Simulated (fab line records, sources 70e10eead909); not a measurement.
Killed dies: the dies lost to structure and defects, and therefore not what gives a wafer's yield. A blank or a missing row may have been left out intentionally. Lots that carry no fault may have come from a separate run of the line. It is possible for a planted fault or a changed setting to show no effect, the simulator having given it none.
Which tool was responsible? | flow nand_harc | 7 lots, 21 wafers sampled, at 1 step of a route of 1302

== WHAT EACH GAUGE READ, for each wafer ==
NHARC_A_BLC_OVL_MEAS_11.
lot  | measured     | on         | overlay_x_nm (nm)
L243 | day 23 14:52 | overlay-01 | -0.1 -0.1 -0.1
L244 | day 24 07:10 | overlay-02 | 1.6 1.9 1.5
L250 | day 26 04:08 | overlay-01 | 2.1 1.6 1.7
L251 | day 27 03:17 | overlay-01 | -1.0 -0.7 -1.0
L258 | day 28 14:32 | overlay-02 | -0.6 -1.2 -0.4
L260 | day 30 01:14 | overlay-01 | 1.3 1.5 1.5
L264 | day 31 23:21 | overlay-01 | -1.3 -1.4 -1.2

== WHICH TOOL RAN EACH LOT (tool, then ch and the chambers of the sampled wafers, then the start) ==
No process step before these readings appears in the record.

== THE ANSWER, worked out from the rows above alone ==
Rule: what is usual is taken from the lots themselves. The widest of any qualifying gaps counts: lots, ordered by their means at a reading, are off when they make up no more than a third of the lots, leave a main group of 4 or more, and stand apart from it by 3 or more times the standard deviation of that group's means. Not used: any main group whose means are identical at the precision the tables above print for the reading. Also off: a lot with no number at a reading for which 4 or more lots have one. The other lots that the step has rows for count as sound.
No lot is off on any of the readings shown, so nothing can be concluded from this.

== WHAT THE SIMULATOR HAD INSERTED ==
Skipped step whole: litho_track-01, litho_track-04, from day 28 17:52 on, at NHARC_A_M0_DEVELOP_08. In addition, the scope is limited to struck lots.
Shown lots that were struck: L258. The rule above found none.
